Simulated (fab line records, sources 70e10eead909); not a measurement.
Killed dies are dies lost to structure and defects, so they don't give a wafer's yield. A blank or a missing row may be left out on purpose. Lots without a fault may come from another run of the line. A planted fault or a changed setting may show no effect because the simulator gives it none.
fab line records | flow nand_harc
record lots=7 wafers=20 last_day=23
route steps=1159 shown A_STAIRCASE@736 A_SGD_CUT@747 END@1159
lots that met no fault: from a run of the same line without faults
start_h: hours from the record's first day to the start of the lot's first wafer shown | wait_h: hours since the lot's step before | " the same as in the row above | L1.1+2: a row that stands for several wafers | - no value, or no start given | * or withheld: withheld | < > ~ a bound
route shown NAME@n: a module of which the file shows steps, and the number in the route of the first | usual: mean/standard deviation of fault-free wafers | same: alike in all rows | chamber/n: place in a boat | sites: the reading at each site | _std_site: their standard deviation | _edge_site: outer sites' mean less inner sites' | radius_mm: how far each site lies from the wafer's centre | mask NAME#n: copy n | behind: the tool/chamber that last shaped the wafer | hold: why the lot was held/for how many hours/how that ended | device: the transistor (n, p or np) that didn't switch | end of line: the same wafers' tests at the end of the route | a step without rows: its recipe alone | killed: dies lost to structure and defects at the first sort, not the wafer's yield | map: a wafer's dies, x killed, . not, _ none there
set.NAME: the setting as run; set.NAME@STEP: as run at that earlier step | model.NAME: the simulator's own value behind a step, which no gauge read
lots at some steps of the route; a table a step, a row a wafer
services: from which hour (start_h, from the record's first day; less than 0 if before it) a tool's chamber was out of use, for how many hours, and why
## steps
# step NHARC_A_STAIRCASE_SRD_154
# step NHARC_A_STAIRCASE_ETCH_403
# recipe target_depth_a=1082 chemistry=dHF material=SiO2
# step NHARC_A_STAIRCASE_ETCHBACK_422
# recipe target_depth_a=400 over_etch_frac=0.3 time_s=74.286 ion_energy_ev=120 ch3f_flow_sccm=50 o2_flow_sccm=30 ar_flow_sccm=200 rf_w=500 bias_w=100 chemistry=CH3F/O2
# usual drypump_motor_current_A=5.6/0.37 oes_product_au=0.95/0.035 rf_fwd_power_W=495.9/2.1 rf_vpp_V=244.6/1.8 showerhead_plenum_p_Torr=2.49/0.11 throttle_valve_pct=20.664/0.009
# columns lot.wafer tool chamber start_h wait_h drypump_motor_current_A oes_product_au rf_fwd_power_W rf_hours_counter_h rf_vpp_V showerhead_plenum_p_Torr throttle_valve_pct
L644.4 rie_diel-13 0 316.93 0.1 5.9 0.98 497.2 10 246.0 2.66 20.664
L644.3 " 2 " " 5.3 0.99 499.5 8 244.0 2.42 20.662
L644.5 " 1 " " 6.1 0.99 498.0 - 243.7 2.46 20.661
L643.2 rie_diel-06 0 317.36 0.2 5.6 0.94 495.2 24 244.3 2.50 20.677
L643.4 " 1 " " 5.7 0.92 495.3 22 243.9 2.39 20.670
L643.5 " 3 " " 4.8 0.92 497.3 - 245.7 2.57 20.663
L646.2 rie_diel-13 0 332.21 0.1 5.9 0.99 495.3 19 248.3 2.65 20.654
L646.3 " 1 " " 6.1 0.98 496.1 20 242.8 2.45 20.662
L646.4 " 0 " " 5.9 0.99 496.3 - 246.3 2.65 20.661
L652.4 rie_diel-06 0 361.10 0.1 5.6 0.93 494.0 40 246.0 2.50 20.680
L652.1 " 1 " " 5.6 0.91 493.3 38 243.2 2.39 20.651
L652.6 " 3 " " 4.8 0.93 495.6 - 245.7 2.56 20.668
L659.1 rie_diel-07 1 400.30 0.1 5.9 0.92 498.0 60 243.9 2.47 20.679
L659.3 " 3 " " 5.8 0.94 491.5 59 244.0 2.49 20.636
L659.5 " 0 " " 5.3 0.92 495.3 - 246.9 2.57 20.655
L658.1 rie_diel-07 0 404.40 0.1 5.3 0.99 492.5 60 245.9 2.57 20.661
L658.6 " 0 " " 5.3 0.99 492.7 - 246.4 2.57 20.653
L660.3 rie_diel-13 3 405.04 0.2 5.5 1.00 496.0 47 242.3 2.27 20.667
L660.1 " 2 " " 5.3 1.00 498.7 34 243.5 2.41 20.663
L660.5 " 0 " " 5.9 0.99 497.9 - 247.1 2.64 20.667
# step NHARC_A_STAIRCASE_ETCH_423
# recipe target_depth_a=300 chemistry=dHF material=SiO2
# step NHARC_A_STAIRCASE_ETCHBACK_157
# recipe target_depth_a=900 over_etch_frac=0.3 time_s=167.14 ion_energy_ev=120 ch3f_flow_sccm=50 o2_flow_sccm=30 ar_flow_sccm=200 rf_w=500 bias_w=100 chemistry=CH3F/O2
# step NHARC_A_STAIRCASE_STRIP_475
# recipe time_s=20 o2_flow_sccm=500 ar_flow_sccm=0 bias_w=0 chemistry=O2
# step NHARC_A_STAIRCASE_DEP_471
# recipe target_thk_a=1000 temp_c=400 pressure_torr=6.5 rf_w=900 teos_flow_sccm=161.4 flow_sccm=2650 target_thk_nm=100 gas=O2 material=SiO2
# usual heater_power_outer_w=265/53 heater_power_w=519/93 mfc_precursor_sccm=161.4/0.5 rf_fwd_power_W=896.0/3 throttle_valve_pct=16.0/0.33
# columns lot.wafer tool chamber start_h wait_h heater_power_outer_w heater_power_w mfc_precursor_sccm rf_fwd_power_W since_wet_clean_h throttle_valve_pct
L644.3 pecvd-03 1 317.57 - 275 551 161.6 899.6 13 15.8
L644.5 " 1 " " 285 562 161.1 899.7 - 15.8
L644.4 " 0 " " 330 599 161.9 898.0 - 16.2
L643.2 pecvd-04 2 317.99 - 338 708 161.7 896.1 110 15.8
L643.5 " 1 " " 280 530 161.9 899.9 - 16.0
L643.4 " 2 " " 334 706 161.7 893.6 - 15.6
L646.2 pecvd-03 2 333.13 - 203 407 161.6 893.2 28 16.1
L646.3 " 1 " " 296 581 160.8 899.7 28 15.8
L646.4 " 0 " " 304 560 161.4 894.4 - 16.1
L652.1 pecvd-03 0 361.78 - 303 542 162.5 896.3 57 16.2
L652.6 " 2 " " 180 367 161.3 892.8 - 16.2
L652.4 " 0 " " 300 545 161.5 895.5 - 16.5
L659.1 pecvd-02 2 400.93 - 281 469 161.6 894.2 53 16.4
L659.3 " 1 " " 338 651 161.5 901.5 53 16.2
L659.5 " 2 " " 281 471 161.4 891.3 - 16.3
L658.1 pecvd-03 1 405.14 - 240 502 161.2 895.0 100 15.8
L658.6 " 2 " " 194 393 161.9 890.2 - 16.5
L660.1 pecvd-03 1 405.70 - 219 475 161.0 897.0 101 15.8
L660.3 " 2 " " 170 351 161.2 894.7 101 16.3
L660.5 " 2 " " 170 359 161.9 894.4 - 16.4
# step NHARC_A_STAIRCASE_CMP_472
# recipe material=SiO2
# step NHARC_A_STAIRCASE_SRD_474
# step NHARC_A_STAIRCASE_INSPECT_155
# usual raw_defect_count=343/120
# columns lot.wafer tool chamber start_h wait_h raw_defect_count
L644.3 defect_inspect-02 - 318.19 0.1 237
L644.4 " - " " 214
L644.5 " - " " 258
L643.2 defect_inspect-02 - 318.59 0.1 312
L643.4 " - " " 403
L643.5 " - " " 349
L646.2 defect_inspect-01 - 333.75 0.1 438
L646.3 " - " " 418
L646.4 " - " " 500
L652.1 defect_inspect-02 - 362.33 0.1 272
L652.4 " - " " 181
L652.6 " - " " 287
L659.1 defect_inspect-02 - 401.54 0.1 404
L659.3 " - " " 469
L659.5 " - " " 383
L658.1 defect_inspect-02 - 405.74 0.1 337
L658.6 " - " " 261
L660.1 defect_inspect-02 - 406.32 0.1 266
L660.3 " - " " 370
L660.5 " - " " 233
# step NHARC_A_SGD_CUT_DEP_00
# recipe target_thk_a=500 temp_c=400 target_thk_nm=50 flow_sccm=200 rf_w=450 material=SiNx
# usual heater_power_outer_w=382/88 heater_power_w=650/120 rf_fwd_power_W=448.0/1.3
# columns lot.wafer tool chamber start_h wait_h heater_power_outer_w heater_power_w rf_fwd_power_W since_wet_clean_h
L644.3 pecvd-04 0 318.37 0.2 354 629 448.7 110
L644.4 " 2 " " 532 958 447.7 -
L644.5 " 0 " " 347 622 447.0 -
L643.2 pecvd-04 0 318.72 0.1 334 582 449.7 111
L643.4 " 1 " " 338 594 447.0 -
L643.5 " 0 " " 334 606 449.7 -
L646.2 pecvd-03 1 333.81 0.1 390 703 447.8 29
L646.3 " 2 " " 274 507 446.1 29
L646.4 " 0 " " 460 768 447.6 -
L652.1 pecvd-01 1 362.62 0.3 511 737 445.7 113
L652.4 " 0 " " 451 720 446.3 -
L652.6 " 2 " " 213 440 449.7 -
L659.1 pecvd-01 2 401.61 0.1 273 510 450.0 152
L659.3 " 0 " " 441 672 448.1 152
L659.5 " 0 " " 437 703 447.5 -
L658.1 pecvd-01 0 405.87 0.1 461 707 449.0 156
L658.6 " 2 " " 219 460 449.5 -
L660.1 pecvd-01 2 406.39 0.1 210 432 447.2 156
L660.3 " 0 " " 401 635 447.5 156
L660.5 " 0 " " 410 632 447.3 -
# step NHARC_A_SGD_CUT_DEHYDRATE_01
# recipe temp_c=150 time_s=120
# step NHARC_A_SGD_CUT_HMDS_02
# recipe time_s=30
# step NHARC_A_SGD_CUT_COAT_56
# recipe temp_c=260 time_s=75
# step NHARC_A_SGD_CUT_COAT_57
# recipe temp_c=225 time_s=65
# step NHARC_A_SGD_CUT_COAT_03
# recipe spin_rpm=1500 resist_thk_nm=90
# step NHARC_A_SGD_CUT_SOFTBAKE_04
# recipe temp_c=105 time_s=55
# step NHARC_A_SGD_CUT_EBR_05
# step NHARC_A_SGD_CUT_EXPOSE_06
# recipe na=1.35 dose_mj=85.59 mask_id=SGD
# step NHARC_A_SGD_CUT_PEB_07
# recipe peb_temp_c=100 peb_time_s=65
# step NHARC_A_SGD_CUT_DEVELOP_08
# recipe develop_time_s=35 dev_temp_c=23
# step NHARC_A_SGD_CUT_CD_MEAS_09
# recipe target_cd_nm=100 landing_energy_ev=500
# usual cd_nm=99.9/0.58
# columns lot.wafer tool chamber start_h wait_h cd_nm
L644.3 cd_sem-03 0 319.04 - 100.7
L644.4 " 0 " " 99.2
L644.5 " 0 " " 100.2
L643.2 cd_sem-01 0 319.39 - 100.5
L643.4 " 0 " " 99.7
L643.5 " 0 " " 100.8
L646.2 cd_sem-01 0 334.53 - 99.1
L646.3 " 0 " " 99.5
L646.4 " 0 " " 99.6
L652.1 cd_sem-03 0 363.32 - 100.4
L652.4 " 0 " " 100.5
L652.6 " 0 " " 100.0
L659.1 cd_sem-01 0 402.21 - 100.8
L659.3 " 0 " " 100.3
L659.5 " 0 " " 100.2
L658.1 cd_sem-03 0 406.54 - 100.0
L658.6 " 0 " " 99.6
L660.1 cd_sem-02 0 407.11 - 99.4
L660.3 " 0 " " 99.3
L660.5 " 0 " " 101.2
# step NHARC_A_SGD_CUT_OVL_MEAS_10
# usual overlay_x_nm=-0.3/0.72 overlay_y_nm=-0.3/0.91
# columns lot.wafer tool chamber start_h wait_h overlay_x_nm overlay_y_nm
L644.3 overlay-02 - 319.12 - -0.9 0.2
L644.4 " - " " -1.0 0.6
L644.5 " - " " -1.1 0.8
L643.2 overlay-01 - 319.48 - -0.4 0.0
L643.4 " - " " -0.7 0.2
L643.5 " - " " -0.6 0.5
L646.2 overlay-02 - 334.62 - -1.8 -0.9
L646.3 " - " " -2.1 -1.8
L646.4 " - " " -1.8 -0.8
L652.1 overlay-02 - 363.41 - 0.4 0.3
L652.4 " - " " 0.6 -0.1
L652.6 " - " " 0.9 0.5
L659.1 overlay-02 - 402.29 - -0.4 -1.1
L659.3 " - " " -0.1 -0.7
L659.5 " - " " 0.0 -1.6
L658.1 overlay-01 - 406.63 - -1.0 0.9
L658.6 " - " " -1.3 0.9
L660.1 overlay-02 - 407.20 - 0.0 -0.2
L660.3 " - " " 0.0 -0.4
L660.5 " - " " -0.8 -0.6
# step NHARC_A_SGD_CUT_INSPECT_11
# usual raw_defect_count=19/10
# columns lot.wafer tool chamber start_h wait_h raw_defect_count
L644.3 defect_inspect-01 - 319.16 0.0 14
L644.4 " - " " 19
L644.5 " - " " 15
L643.2 defect_inspect-02 - 319.51 0.0 14
L643.4 " - " " 25
L643.5 " - " " 21
L646.2 defect_inspect-02 - 334.66 0.0 19
L646.3 " - " " 18
L646.4 " - " " 22
L652.1 defect_inspect-01 - 363.45 0.0 28
L652.4 " - " " 17
L652.6 " - " " 32
L659.1 defect_inspect-01 - 402.33 0.0 11
L659.3 " - " " 12
L659.5 " - " " 10
L658.1 defect_inspect-02 - 406.67 0.0 10
L658.6 " - " " 9
L660.1 defect_inspect-02 - 407.24 0.0 24
L660.3 " - " " 26
L660.5 " - " " 28
# step NHARC_A_SGD_CUT_DESCUM_14
# recipe time_s=3 o2_flow_sccm=200 ar_flow_sccm=0 bias_power_w=0 chemistry=O2
# usual drypump_motor_current_A=5.6/0.49 oes_product_au=0.997/0.014 rf_vpp_V=58.0/0.78 showerhead_plenum_p_Torr=1.95/0.065 throttle_valve_pct=11.311/0.0092
# columns lot.wafer tool chamber start_h wait_h drypump_motor_current_A oes_product_au rf_hours_counter_h rf_vpp_V showerhead_plenum_p_Torr throttle_valve_pct
L644.3 rie_diel-04 3 319.22 0.1 5.3 0.979 1 57.1 1.97 11.308
L644.4 " 2 " " 4.9 1.007 1 57.9 1.97 11.318
L644.5 " 0 " " 6.0 0.995 - 58.6 1.96 11.315
L643.4 rie_diel-04 2 319.58 0.1 4.8 1.005 2 58.3 1.97 11.324
L643.2 " 0 " " 6.0 1.006 2 58.3 1.96 11.309
L643.5 " 2 " " 4.9 1.020 - 58.2 1.97 11.315
L646.4 rie_diel-01 1 334.72 0.1 6.3 0.992 1 59.0 2.04 11.323
L646.2 " 2 " " 6.5 1.004 1 57.8 1.95 11.319
L646.3 " 0 " " 6.0 0.964 1 57.5 1.96 11.299
L652.1 rie_diel-02 0 363.51 0.1 5.9 1.008 2 56.1 1.83 11.317
L652.4 " 3 " " 5.5 0.995 3 59.4 2.04 11.310
L652.6 " 1 " " 5.0 0.991 - 57.3 1.96 11.300
L659.1 rie_diel-04 0 402.42 0.1 6.0 0.999 9 58.3 1.95 11.315
L659.3 " 1 " " 5.2 0.990 7 58.1 1.87 11.318
L659.5 " 3 " " 5.3 0.997 - 57.7 1.96 11.304
L658.1 rie_diel-02 0 406.74 0.1 5.9 1.019 6 56.8 1.82 11.297
L658.6 " 0 " " 5.9 1.021 - 58.5 1.82 11.312
L660.3 rie_diel-01 0 407.31 0.1 6.0 0.971 7 58.8 1.96 11.300
L660.1 " 1 " " 6.3 0.990 7 58.2 2.04 11.319
L660.5 " 0 " " 6.0 0.980 - 58.4 1.96 11.307
# step NHARC_A_SGD_CUT_ETCH_58
# recipe target_depth_a=390 over_etch_frac=0.3 time_s=65 ion_energy_ev=80 cf4_flow_sccm=150 ar_flow_sccm=0 rf_w=300 bias_w=100 chemistry=CF4
# usual drypump_motor_current_A=5.6/0.49 oes_product_au=0.997/0.016 rf_fwd_power_W=297.0/1.1 rf_vpp_V=151.6/1 showerhead_plenum_p_Torr=1.80/0.055 throttle_valve_pct=13.284/0.0089
# columns lot.wafer tool chamber start_h wait_h drypump_motor_current_A oes_product_au rf_fwd_power_W rf_hours_counter_h rf_vpp_V showerhead_plenum_p_Torr throttle_valve_pct
L644.4 rie_diel-04 1 319.31 0.1 5.3 0.983 296.9 1 150.8 1.73 13.279
L644.3 " 3 " " 5.4 0.981 297.0 1 151.2 1.82 13.290
L644.5 " 0 " " 6.0 1.008 297.8 - 151.0 1.80 13.271
L643.2 rie_diel-04 1 319.66 0.1 5.2 0.982 298.5 1 151.5 1.73 13.282
L643.4 " 0 " " 6.0 1.001 295.9 2 151.7 1.80 13.297
L643.5 " 1 " " 5.3 0.978 295.9 - 150.8 1.73 13.283
L646.2 rie_diel-01 0 334.81 0.1 6.0 0.958 297.9 1 151.9 1.81 13.273
L646.4 " 1 " " 6.3 0.984 297.1 1 152.1 1.88 13.287
L646.3 " 2 " " 6.5 0.993 296.6 1 152.3 1.80 13.276
L652.4 rie_diel-02 1 363.60 0.1 5.0 1.009 298.4 2 150.9 1.81 13.289
L652.1 " 2 " " 6.2 1.000 297.1 3 150.7 1.80 13.296
L652.6 " 1 " " 5.0 1.009 298.5 - 152.2 1.81 13.298
L659.1 rie_diel-04 2 402.51 0.1 4.9 1.004 297.1 13 149.6 1.81 13.277
L659.3 " 0 " " 6.0 0.997 295.9 9 151.9 1.80 13.302
L659.5 " 1 " " 5.3 0.987 296.8 - 151.5 1.73 13.279
L658.1 rie_diel-02 1 406.82 0.1 5.0 1.004 298.1 7 153.0 1.81 13.283
L658.6 " 0 " " 5.9 1.006 297.2 - 150.5 1.69 13.286
L660.3 rie_diel-01 1 407.38 0.1 6.3 0.990 297.0 7 154.4 1.88 13.283
L660.1 " 3 " " 5.4 1.018 296.8 8 151.1 1.72 13.275
L660.5 " 1 " " 6.3 0.988 298.1 - 152.8 1.87 13.288
# step NHARC_A_SGD_CUT_ETCH_59
# recipe target_depth_a=2600 over_etch_frac=0.25 time_s=406.25 ion_energy_ev=200 n2_flow_sccm=150 h2_flow_sccm=150 ar_flow_sccm=0 rf_w=400 bias_w=150 chemistry=N2/H2
# usual drypump_motor_current_A=5.6/0.49 oes_product_au=0.995/0.013 rf_fwd_power_W=399.3/1.2 rf_vpp_V=431.7/2.2 showerhead_plenum_p_Torr=2.08/0.071 throttle_valve_pct=14.172/0.0093
# columns lot.wafer tool chamber start_h wait_h drypump_motor_current_A oes_product_au rf_fwd_power_W rf_hours_counter_h rf_vpp_V showerhead_plenum_p_Torr throttle_valve_pct
L644.4 rie_diel-04 3 - - 5.3 0.977 398.8 1 432.8 2.10 14.180
L644.3 " 0 " " 6.0 1.000 397.5 1 431.8 2.09 14.177
L644.5 " 3 " " 5.3 0.983 400.6 - 433.6 2.10 14.158
L643.4 rie_diel-04 3 - - 5.4 0.988 398.6 2 432.4 2.10 14.171
L643.2 " 1 " " 5.2 0.995 401.7 2 428.0 2.00 14.170
L643.5 " 3 " " 5.3 0.999 397.8 - 432.4 2.10 14.181
L646.4 rie_diel-01 1 - - 6.3 0.981 396.6 1 433.8 2.18 14.164
L646.3 " 2 " " 6.5 1.006 401.1 1 430.8 2.08 14.179
L646.2 " 3 " " 5.4 1.002 398.7 1 428.9 1.98 14.164
L652.4 rie_diel-02 3 - - 5.5 0.990 399.3 3 435.5 2.18 14.164
L652.1 " 2 " " 6.2 1.010 399.4 3 431.2 2.09 14.184
L652.6 " 3 " " 5.5 0.997 398.2 - 433.9 2.18 14.166
L659.1 rie_diel-04 0 - - 6.0 0.989 399.9 9 431.2 2.08 14.176
L659.3 " 2 " " 4.9 1.013 397.1 13 433.3 2.09 14.159
L659.5 " 1 " " 5.2 0.978 398.4 - 429.3 1.99 14.168
L658.1 rie_diel-02 3 - - 5.5 0.989 400.1 8 434.5 2.18 14.169
L658.6 " 2 " " 6.2 0.994 400.9 - 432.4 2.08 14.174
L660.3 rie_diel-01 3 - - 5.4 1.001 401.2 8 429.2 1.98 14.157
L660.1 " 0 " " 6.0 0.976 398.2 8 432.3 2.09 14.167
L660.5 " 2 " " 6.5 1.001 397.1 - 431.9 2.07 14.165
# step NHARC_A_SGD_CUT_ETCH_15
# recipe target_depth_a=750 time_s=64.3 ch3f_flow_sccm=50 o2_flow_sccm=30 ar_flow_sccm=200 rf_w=500 bias_w=100 chemistry=CH3F/O2
# step NHARC_A_SGD_CUT_ETCH_16
# recipe target_depth_a=3105 time_s=155.2 c4f8_flow_sccm=withheld o2_flow_sccm=8 ar_flow_sccm=withheld rf_w=600 bias_w=800 chemistry=C4F8/O2/Ar
# step NHARC_A_SGD_CUT_STRIP_60
# recipe c4f8_flow_sccm=withheld o2_flow_sccm=8 ar_flow_sccm=withheld bias_w=0 chemistry=C4F8/O2/Ar
# step NHARC_A_SGD_CUT_STRIP_17
# recipe o2_flow_sccm=500 ar_flow_sccm=0 bias_w=0 chemistry=O2
# step NHARC_A_SGD_CUT_PRECLEAN_18
# recipe time_s=* temp_c=50 bath_age_min=0 chemistry=SC1
# step NHARC_A_SGD_CUT_SRD_19
# step NHARC_A_SGD_CUT_DEP_20
# recipe target_thk_a=1500 temp_c=65 material=SiO2
# step NHARC_A_SGD_CUT_ANNEAL_27
# recipe temp_c=450 time_s=1800
# step NHARC_A_SGD_CUT_CMP_21
# recipe target_thk_nm=148.19
# step NHARC_A_SGD_CUT_SRD_23
# step NHARC_A_SGD_CUT_ETCH_26
# recipe target_depth_a=458 chemistry=dHF material=SiO2
# step NHARC_A_SGD_CUT_ETCHBACK_24
# recipe target_depth_a=500 over_etch_frac=0.3 time_s=92.857 ion_energy_ev=120 ch3f_flow_sccm=50 o2_flow_sccm=30 ar_flow_sccm=200 rf_w=500 bias_w=100 chemistry=CH3F/O2
# step NHARC_END_SORT_01
# recipe temp_c=25
# usual killed_at_array=25/7.8 killed_at_other=0.6/0.81 killed_at_periphery=3.3/2.2 killed_dies=29/8.2 killed_open=3.5/1.9 killed_short=1.8/1.3
# same gross_dies=677
# columns lot.wafer tool chamber start_h wait_h killed_at_array killed_at_other killed_at_periphery killed_dies killed_open killed_short
L660.1 prober-02 0 540.45 2.5 674 1 2 677 1 4
L660.5 prober-02 0 543.72 3.8 675 1 1 677 4 1
L658.1 prober-01 0 546.90 2.5 672 1 4 677 6 1
L659.1 prober-02 0 548.33 2.5 675 0 2 677 2 1
L659.5 prober-02 0 551.52 3.7 671 1 5 677 3 2
# killed by level:class
L660.1 A_SGD_CUT:area_dep=654 A_CHANNEL_HOLE_D1:chamber_film_flake=16 P_CONTACT:geometric_particle:short=1 A_ONON_D1:geometric_particle:short=1 A_WL_FILL:geometric_particle:short=1 A_WL_FILL:geometric_particle:open=1 P_ZERO_WELL:chamber_film_flake=1 STARTING-WAFER:geometric_particle:short=1
L660.5 A_SGD_CUT:area_dep=660 A_CHANNEL_HOLE_D1:chamber_film_flake=8 A_WL_FILL:geometric_particle:open=2 A_M0:chamber_film_flake=2 A_ONON_D1:geometric_particle:open=1 A_CONTACT:geometric_particle:short=1 A_BLC:geometric_particle:open=1 P_STI:chamber_film_flake=1
L658.1 A_SGD_CUT:area_dep=638 A_SLIT:chamber_film_flake=17 A_CONTACT:chamber_film_flake=6 A_WL_FILL:chamber_film_flake=3 P_ZERO_WELL:chamber_film_flake=2 P_CONTACT:geometric_particle:open=1 P_M0:geometric_particle:open=1 A_WL_FILL:geometric_particle:short=1
L659.1 A_SGD_CUT:area_dep=656 A_CHANNEL_HOLE_D1:chamber_film_flake=5 A_CONTACT:chamber_film_flake=4 A_M0:chamber_film_flake=4 P_CONTACT:geometric_particle:open=1 P_M0:geometric_particle:open=1 A_WL_FILL:geometric_particle:short=1 A_ZERO_WELL:chamber_film_flake=1
L659.5 A_SGD_CUT:area_dep=661 A_STAIRCASE:chamber_film_flake=2 A_CONTACT:chamber_film_flake=2 A_M0:chamber_film_flake=2 P_GATE:geometric_particle:open=1 P_M0:geometric_particle:open=1 A_ONON_D1:geometric_particle:short=1 A_CONTACT:geometric_particle:short=1
# map L658.1 (x killed, . not)
____________x____________
_________xxxxxxx_________
_______xxxxxxxxxxx_______
______xxxxxxxxxxxxx______
_____xxxxxxxxxxxxxxx_____
____xxxxxxxxxxxxxxxxx____
____xxxxxxxxxxxxxxxxx____
___xxxxxxxxxxxxxxxxxxx___
___xxxxxxxxxxxxxxxxxxx___
__xxxxxxxxxxxxxxxxxxxxx__
__xxxxxxxxxxxxxxxxxxxxx__
_xxxxxxxxxxxxxxxxxxxxxxx_
_xxxxxxxxxxxxxxxxxxxxxxx_
_xxxxxxxxxxxxxxxxxxxxxxx_
_xxxxxxxxxxxxxxxxxxxxxxx_
_xxxxxxxxxxxxxxxxxxxxxxx_
xxxxxxxxxxxxxxxxxxxxxxxxx
xxxxxxxxxxxxxxxxxxxxxxxxx
xxxxxxxxxxxxxxxxxxxxxxxxx
xxxxxxxxxxxxxxxxxxxxxxxxx
xxxxxxxxxxxxxxxxxxxxxxxxx
_xxxxxxxxxxxxxxxxxxxxxxx_
_xxxxxxxxxxxxxxxxxxxxxxx_
_xxxxxxxxxxxxxxxxxxxxxxx_
_xxxxxxxxxxxxxxxxxxxxxxx_
_xxxxxxxxxxxxxxxxxxxxxxx_
__xxxxxxxxxxxxxxxxxxxxx__
__xxxxxxxxxxxxxxxxxxxxx__
___xxxxxxxxxxxxxxxxxxx___
___xxxxxxxxxxxxxxxxxxx___
____xxxxxxxxxxxxxxxxx____
____xxxxxxxxxxxxxxxxx____
_____xxxxxxxxxxxxxxx_____
______xxxxxxxxxxxxx______
_______xxxxxxxxxxx_______
_________xxxxxxx_________
____________x____________
# map L659.1 (x killed, . not)
____________x____________
_________xxxxxxx_________
_______xxxxxxxxxxx_______
______xxxxxxxxxxxxx______
_____xxxxxxxxxxxxxxx_____
____xxxxxxxxxxxxxxxxx____
____xxxxxxxxxxxxxxxxx____
___xxxxxxxxxxxxxxxxxxx___
___xxxxxxxxxxxxxxxxxxx___
__xxxxxxxxxxxxxxxxxxxxx__
__xxxxxxxxxxxxxxxxxxxxx__
_xxxxxxxxxxxxxxxxxxxxxxx_
_xxxxxxxxxxxxxxxxxxxxxxx_
_xxxxxxxxxxxxxxxxxxxxxxx_
_xxxxxxxxxxxxxxxxxxxxxxx_
_xxxxxxxxxxxxxxxxxxxxxxx_
xxxxxxxxxxxxxxxxxxxxxxxxx
xxxxxxxxxxxxxxxxxxxxxxxxx
xxxxxxxxxxxxxxxxxxxxxxxxx
xxxxxxxxxxxxxxxxxxxxxxxxx
xxxxxxxxxxxxxxxxxxxxxxxxx
_xxxxxxxxxxxxxxxxxxxxxxx_
_xxxxxxxxxxxxxxxxxxxxxxx_
_xxxxxxxxxxxxxxxxxxxxxxx_
_xxxxxxxxxxxxxxxxxxxxxxx_
_xxxxxxxxxxxxxxxxxxxxxxx_
__xxxxxxxxxxxxxxxxxxxxx__
__xxxxxxxxxxxxxxxxxxxxx__
___xxxxxxxxxxxxxxxxxxx___
___xxxxxxxxxxxxxxxxxxx___
____xxxxxxxxxxxxxxxxx____
____xxxxxxxxxxxxxxxxx____
_____xxxxxxxxxxxxxxx_____
______xxxxxxxxxxxxx______
_______xxxxxxxxxxx_______
_________xxxxxxx_________
____________x____________
## services
# columns tool chamber start_h hours kind
rie_diel-04 0 298.00 - clean
rie_diel-04 1 298.00 - clean
rie_diel-04 1 300.78 5.4 repair
rie_diel-06 1 303.21 7.4 repair
rie_diel-07 1 304.31 1.4 repair
pecvd-04 1 311.44 4.9 repair
pecvd-02 - 312.42 0.8 repair
rie_diel-01 - 314.80 9.0 pm
rie_diel-06 - 323.32 2.1 repair
rie_diel-01 - 324.20 1.0 repair
rie_diel-04 0 324.52 15.0 repair
rie_diel-07 - 325.65 0.8 repair
rie_diel-02 - 327.88 9.0 pm
pecvd-02 - 335.20 13.0 pm
rie_diel-04 1 337.27 34.0 repair
rie_diel-06 0 338.06 2.3 repair
pecvd-04 2 360.62 4.0 repair
rie_diel-02 0 363.97 4.9 repair
rie_diel-04 - 365.20 0.1 repair
pecvd-04 - 376.12 13.0 pm
pecvd-04 - 390.34 2.2 repair
pecvd-01 - 395.33 1.6 repair
rie_diel-13 1 399.79 10.7 repair
rie_diel-07 - 405.74 9.0 pm
## key
first_sign step=NHARC_END_SORT_01 reading=killed_at_array direction=up sigmas=83 usual=25 struck=673
effect step=NHARC_END_SORT_01 reading=killed_dies direction=up sigmas=79 usual=29 struck=677
more_kills_born_at NHARC_A_SGD_CUT_DEP_00@pecvd-01=3269
met_at NHARC_A_SGD_CUT_DEP_00
struck_wafers L658.1,L659.1,L659.5,L660.1,L660.5
later_rows_left_out L658.1,L659.1,L659.5,L660.1,L660.5
tester_left_out L658,L659,L660
onset_between 362.62 401.61
fault kind=process_parameter_drift tool=pecvd-01 chamber=- onset_h=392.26 steps=NHARC_A_SGD_CUT_DEP_00 channel=target_thk_a offset=* shape=step end_h=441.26 scope=struck_wafers_only acts_in=* stated=*
# tester_left_out: of these lots the tester's yield and bins aren't shown, on N5 and GAA mostly nor the transistor test; their killed dies are dies lost to structure and defects alone, not to doping, threshold or leakage, so they don't give the yield
# later_rows_left_out: the simulator's readings of these wafers behind a module that went badly wrong aren't trusted and aren't shown, but for the sort
